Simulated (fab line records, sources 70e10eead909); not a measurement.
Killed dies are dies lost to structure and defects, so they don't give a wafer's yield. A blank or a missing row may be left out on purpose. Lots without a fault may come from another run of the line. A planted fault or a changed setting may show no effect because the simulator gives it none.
Chamber matching | flow nand_harc | NHARC_A_STAIRCASE_DEP_417 on pecvd-01: 3 sister chambers
The step deposits Si3N4, target thk 60 nm. 6 wafers are shown with their chamber, then 10 later ones without.

WAFERS WITH THEIR CHAMBER
wafer  | chamber | showerhead_vpp_V (V) | heater_power_w (W)
L077.5 | 0       | 1216                 | 750
L087.6 | 0       | 1229                 | 688
L088.1 | 1       | 1359                 | 657
L088.4 | 1       | 1354                 | 645
L091.1 | 2       | 1346                 | 831
L091.4 | 2       | 1333                 | 858

WAFERS WITHOUT THEIR CHAMBER
wafer  | showerhead_vpp_V (V) | heater_power_w (W)
L091.5 | 1365                 | 675
L094.2 | 1345                 | 942
L094.3 | 1372                 | 719
L094.5 | 1192                 | 777
L095.3 | 1329                 | 951
L095.4 | 1356                 | 617
L095.5 | 1337                 | 943
L097.2 | 1219                 | 717
L097.3 | 1353                 | 684
L097.5 | 1221                 | 714

WHICH CHAMBER EACH WENT THROUGH
wafer  | from the rows above | in truth
L091.5 | 1                   | 1
L094.2 | 2                   | 2
L094.3 | 1                   | 1
L094.5 | 0                   | 0
L095.3 | 2                   | 2
L095.4 | 1                   | 1
L095.5 | 2                   | 2
L097.2 | 0                   | 0
L097.3 | 1                   | 1
L097.5 | 0                   | 0
Placed correctly: 10 of 10. Can't be placed from these rows: 0. Placed wrongly: 0.
How it was worked out, from the rows above alone: a wafer's distance from a chamber is the root of the sum, over the readings, of the square of ((its reading less the chamber's mean) divided by the reading's scatter). The wafer belongs to the nearest chamber; if the next one is less than 2 further off, it can't be placed. A chamber's mean is the mean of its shown wafers. The scatter: the root of (the sum of the squares of (reading less its chamber's mean) over the shown wafers, divided by (wafers less chambers)).
